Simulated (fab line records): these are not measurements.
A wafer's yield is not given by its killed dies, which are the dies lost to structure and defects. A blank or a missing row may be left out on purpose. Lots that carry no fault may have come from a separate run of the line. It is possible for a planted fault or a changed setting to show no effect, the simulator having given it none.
Chamber matching + flow nand_harc + 4 sister chambers for NHARC_A_CONTACT_ETCH_92 on rie_diel-12
The step etches the open film in CH3F/O2, target depth 40 nm, time 85.7 s. 4 wafers are shown with their chamber, then 7 later ones without.

## WAFERS WITH THEIR CHAMBER
| wafer  | chamber | showerhead_plenum_p_Torr (Torr) |
|--------|---------|---------------------------------|
| L082.1 | 2       | 2.29                            |
| L081.6 | 1       | 2.36                            |
| L087.4 | 0       | 2.62                            |
| L087.5 | 3       | 2.29                            |

## WAFERS WITH NO CHAMBER GIVEN
| wafer  | showerhead_plenum_p_Torr (Torr) |
|--------|---------------------------------|
| L087.6 | 2.28                            |
| L090.3 | 2.35                            |
| L090.5 | 2.28                            |
| L090.6 | 2.35                            |
| L096.1 | 2.27                            |
| L096.2 | 2.35                            |
| L096.4 | 2.27                            |

## EACH ONE'S CHAMBER
| wafer  | from the rows above     | in truth |
|--------|-------------------------|----------|
| L087.6 | can't be placed: 2 or 3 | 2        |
| L090.3 | 1                       | 1        |
| L090.5 | can't be placed: 2 or 3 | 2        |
| L090.6 | 1                       | 1        |
| L096.1 | can't be placed: 2 or 3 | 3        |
| L096.2 | 1                       | 1        |
| L096.4 | can't be placed: 2 or 3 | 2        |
Correctly placed: 3 of 7. Cannot be placed on the basis of these rows: 4; the candidates contain the true chamber in 4. Number placed wrongly: 0.
How it was worked out, from the rows above alone: a wafer's distance from a chamber is the root of the sum, over the readings, of the square of ((its reading less the chamber's mean) divided by the reading's scatter). The wafer belongs to the nearest chamber; if the next one is less than 2 further off, it can't be placed. The mean given for a chamber averages the wafers shown for that chamber. The scatter (one wafer shown for each chamber): square how far every hidden wafer sits from the nearest shown wafer, average those squares and take the square root.
